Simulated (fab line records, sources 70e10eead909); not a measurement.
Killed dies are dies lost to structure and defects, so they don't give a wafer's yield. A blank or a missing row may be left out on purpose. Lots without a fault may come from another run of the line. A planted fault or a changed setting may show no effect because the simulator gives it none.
Chamber matching | flow nand_harc | NHARC_A_CHANNEL_HOLE_D2_ETCH_38 on rie_diel-05: 4 sister chambers
The step etches the open film in CF4, target depth 39 nm, time 65 s. 4 wafers are shown with their chamber, then 7 later ones without.

WAFERS WITH THEIR CHAMBER
wafer  | chamber | drypump_motor_current_A (A)
L577.5 | 2       | 6.14
L591.5 | 0       | 5.56
L594.1 | 3       | 6.32
L594.3 | 1       | 5.73

WAFERS WITHOUT THEIR CHAMBER
wafer  | drypump_motor_current_A (A)
L594.4 | 5.54
L595.1 | 6.09
L595.4 | 5.52
L595.6 | 5.52
L596.1 | 6.33
L596.2 | 5.72
L596.5 | 6.34

WHICH CHAMBER EACH WENT THROUGH
wafer  | from the rows above | in truth
L594.4 | 0                   | 0
L595.1 | 2                   | 2
L595.4 | 0                   | 0
L595.6 | 0                   | 0
L596.1 | 3                   | 3
L596.2 | 1                   | 1
L596.5 | 3                   | 3
Placed correctly: 7 of 7. Can't be placed from these rows: 0. Placed wrongly: 0.
How it was worked out, from the rows above alone: a wafer's distance from a chamber is the root of the sum, over the readings, of the square of ((its reading less the chamber's mean) divided by the reading's scatter). The wafer belongs to the nearest chamber; if the next one is less than 2 further off, it can't be placed. A chamber's mean is the mean of its shown wafers. The scatter: with one shown wafer a chamber, the root of the mean of the squares of how far each hidden wafer lies from its nearest shown one.
